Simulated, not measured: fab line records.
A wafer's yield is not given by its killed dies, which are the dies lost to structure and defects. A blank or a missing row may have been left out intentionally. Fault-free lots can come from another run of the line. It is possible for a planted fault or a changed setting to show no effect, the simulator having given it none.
What tool caused it? | flow nand harc | 36 wafers from 13 lots sampled at 5 of the route's 1302 steps

WHAT THE GAUGES READ, wafer by wafer
NHARC_A_CHANNEL_HOLE_D2_CD_MEAS_31.
lot  | measured     | on        | cd nm (nm)
L637 | day 13 04:48 | cd sem-02 | 90.1 91.8 91.4
L639 | day 14 06:10 | cd sem-03 | 91.3 89.7 91.8
L641 | day 15 00:53 | cd sem-03 | 90.9 88.5 91.4
L640 | day 15 01:54 | cd sem-01 | 89.5 88.2 89.2
L646 | day 17 15:32 | cd sem-01 | 93.8 86.0 91.4
L647 | day 17 19:42 | cd sem-01 | 91.6 91.0 87.3
L649 | day 18 07:52 | cd sem-03 | 88.2 88.4 88.7
L651 | day 19 09:25 | cd sem-03 | 90.7 91.3
L650 | day 19 11:00 | cd sem-01 | 90.8 88.7
L652 | day 19 22:47 | cd sem-02 | 89.1 91.4
L659 | day 22 05:34 | cd sem-01 | 92.6 90.0 91.0
L658 | day 22 06:29 | cd sem-02 | 94.5 89.9 92.5
L660 | day 23 06:43 | cd sem-02 | 89.8 88.6 88.3

NHARC_END_SORT_01.
lot  | measured     | on        | killed at array | killed at other | killed at periphery | killed dies | killed open | killed short
L651 | day 29 12:23 | prober-01 | 59              | 1               | 4                   | 64          | 1           | 2
L652 | day 30 14:38 | prober-02 | 74 60           | 2 0             | 3 1                 | 79 61       | 2 3         | 1 2

WHICH TOOL RAN EACH LOT (tool, then ch and the chambers of the sampled wafers, then the start)
lot  | NHARC_A_CHANNEL_HOLE_D2_ETCH_21  | NHARC_A_CHANNEL_FILL_D2_ALD_14   | NHARC_A_CHANNEL_FILL_D2_ETCHBACK_08
L637 | har etch-02 ch 0,1, day 12 23:52 | ald hk-02 ch 1,2,3, day 13 12:53 | rie diel-08 ch 0,1,2, day 14 23:43
L639 | har etch-02 ch 0, day 14 01:08   | ald hk-04 ch 0,2, day 14 13:33   | rie diel-08 ch 1,2, day 16 00:17
L641 | har etch-02 ch 1, day 14 19:49   | ald hk-04 ch 0,1, day 15 08:59   | rie diel-05 ch 0,1,3, day 16 20:33
L640 | har etch-01 ch 0,1, day 14 20:41 | ald hk-04 ch 0,1,2, day 15 08:50 | rie diel-13 ch 1,2,3, day 16 20:37
L646 | har etch-01 ch 0,1, day 17 10:40 | ald hk-04 ch 0,2,3, day 17 22:59 | rie diel-05 ch 0,2,3, day 19 10:40
L647 | har etch-01 ch 0,1, day 17 14:35 | ald hk-01 ch 0,2,3, day 18 03:05 | rie diel-13 ch 0,1,2, day 19 10:37
L649 | har etch-01 ch 0,1, day 18 02:45 | ald hk-02 ch 0,1,2, day 18 15:18 | rie diel-08 ch 0,2,3, day 20 02:02
L651 | har etch-01 ch 0,1, day 19 04:20 | ald hk-04 ch 1,3, day 19 16:53   | rie diel-05 ch 0,3, day 21 03:24
L650 | har etch-02 ch 0,1, day 19 05:54 | ald hk-02 ch 1,2, day 19 16:53   | rie diel-05 ch 0,1, day 21 07:01
L652 | har etch-01 ch 0,1, day 19 17:41 | ald hk-01 ch 0,1, day 20 06:17   | rie diel-05 ch 1,2, day 21 16:41
L659 | har etch-01 ch 0,1, day 22 00:33 | ald hk-01 ch 2,3, day 22 13:01   | rie diel-05 ch 1,2, day 24 00:55
L658 | har etch-02 ch 0,1, day 22 01:28 | ald hk-02 ch 0,2, day 22 12:59   | rie diel-05 ch 0,1, day 24 00:49
L660 | har etch-01 ch 0,1, day 23 01:37 | ald hk-02 ch 1,2, day 23 14:26   | rie diel-08 ch 1,2, day 25 02:22
- NHARC_A_CHANNEL_HOLE_D2_ETCH_21: etches the open film in C4F8/O2/Ar, time 514.3 s, target depth 1600 nm.
- NHARC_A_CHANNEL_FILL_D2_ALD_14: deposits SiO2, target thk 2.5 nm, pulse time 10 s, ald cycles 25.
- NHARC_A_CHANNEL_FILL_D2_ETCHBACK_08: etches the open film in C4F8, target depth 220 nm, time 110 s.

AS READ BY THE TOOLS THEMSELVES (means over the sampled wafers that have a number; for cases with no such wafer, the mark the record gives instead)
NHARC_A_CHANNEL_HOLE_D2_ETCH_21.
lot  | tool        | c4f8 flow sccm (sccm) | drypump motor current A (A) | showerhead plenum p Torr (Torr) | throttle valve pct (%)
L637 | har etch-02 | 89.13                 | 5.25                        | 3.63                            | 32.157
L639 | har etch-02 | 89.62                 | 5.28                        | 3.56                            | 32.161
L641 | har etch-02 | 89.40                 | 5.26                        | 3.73                            | 32.158
L640 | har etch-01 | 89.47                 | 5.62                        | 3.66                            | 32.152
L646 | har etch-01 | 89.49                 | 5.61                        | 3.64                            | 32.157
L647 | har etch-01 | 89.26                 | 5.62                        | 3.64                            | 32.156
L649 | har etch-01 | 89.08                 | 5.51                        | 3.61                            | 32.157
L651 | har etch-01 | 89.31                 | 5.56                        | 3.62                            | 32.153
L650 | har etch-02 | 89.61                 | 5.29                        | 3.80                            | 32.157
L652 | har etch-01 | 89.50                 | 5.56                        | 3.61                            | 32.155
L659 | har etch-01 | 89.14                 | 5.50                        | 3.58                            | 32.153
L658 | har etch-02 | 89.22                 | 5.26                        | 3.74                            | 32.163
L660 | har etch-01 | 89.51                 | 5.49                        | 3.57                            | 32.156

NHARC_A_CHANNEL_FILL_D2_ALD_14.
lot  | tool      | heater power w (W) | precursor pulse height rel
L637 | ald hk-02 | 470                | 1.001
L639 | ald hk-04 | 481                | 1.008
L641 | ald hk-04 | 443                | 0.993
L640 | ald hk-04 | 455                | 1.021
L646 | ald hk-04 | 459                | 0.983
L647 | ald hk-01 | 430                | 1.004
L649 | ald hk-02 | 477                | 1.017
L651 | ald hk-04 | 416                | 1.015
L650 | ald hk-02 | 472                | 0.979
L652 | ald hk-01 | 426                | 1.002
L659 | ald hk-01 | 414                | 0.989
L658 | ald hk-02 | 492                | 0.994
L660 | ald hk-02 | 435                | 1.031

NHARC_A_CHANNEL_FILL_D2_ETCHBACK_08.
lot  | tool        | oes product au (a.u.) | rf fwd power W (W) | rf vpp V (V) | run length s (s)
L637 | rie diel-08 | 1.00                  | 596.4              | 442.5        | 131.5
L639 | rie diel-08 | 0.93                  | 595.6              | 443.6        | 131.4
L641 | rie diel-05 | 0.94                  | 595.5              | 441.1        | 131.3
L640 | rie diel-13 | 1.00                  | 596.9              | 438.3        | 131.8
L646 | rie diel-05 | 0.98                  | 596.5              | 440.4        | 131.2
L647 | rie diel-13 | 0.98                  | 597.9              | 436.2        | 131.3
L649 | rie diel-08 | 0.93                  | 597.0              | 441.0        | 131.1
L651 | rie diel-05 | 1.02                  | 595.1              | 441.2        | 134.6
L650 | rie diel-05 | 1.00                  | 596.9              | 440.8        | 134.9
L652 | rie diel-05 | 0.93                  | 597.5              | 440.6        | 137.4
L659 | rie diel-05 | 0.92                  | 596.0              | 440.7        | 131.0
L658 | rie diel-05 | 0.98                  | 597.3              | 440.2        | 131.1
L660 | rie diel-08 | 0.91                  | 597.1              | 443.7        | 131.6

THE ANSWER, worked out from the rows above alone
Rule: what is usual is taken from the lots themselves. Put in order of their means at a reading, lots are off if they are a third of the lots or fewer, leave a main group of 4 or more, and stand apart from it by a gap of 3 or more times the standard deviation of the main group's means; of several such gaps the widest counts. If all means in a main group match to the digits the tables above print for the reading, that group is not used. A lot without any number at a reading at which 4 lots or more have one is off too. The other lots that the step has rows for count as sound. After the gauges, taken in route order, come the tools' own readings; for these a lot's mean is taken, as printed above. At the first step where some lot is off, the reading lying furthest off is the one used; lots without a number count as furthest.
Off: L651, L650, L652 (NHARC_A_CHANNEL_FILL_D2_ETCHBACK_08, run length s). Mean 131.3 s and standard deviation 0.24 in the main group.
A tool fits if, at that step or a process step before it, it ran every lot that is off, and no sound lot after the first of them. None of those tried fits.

WHAT THE SIMULATOR PUT IN
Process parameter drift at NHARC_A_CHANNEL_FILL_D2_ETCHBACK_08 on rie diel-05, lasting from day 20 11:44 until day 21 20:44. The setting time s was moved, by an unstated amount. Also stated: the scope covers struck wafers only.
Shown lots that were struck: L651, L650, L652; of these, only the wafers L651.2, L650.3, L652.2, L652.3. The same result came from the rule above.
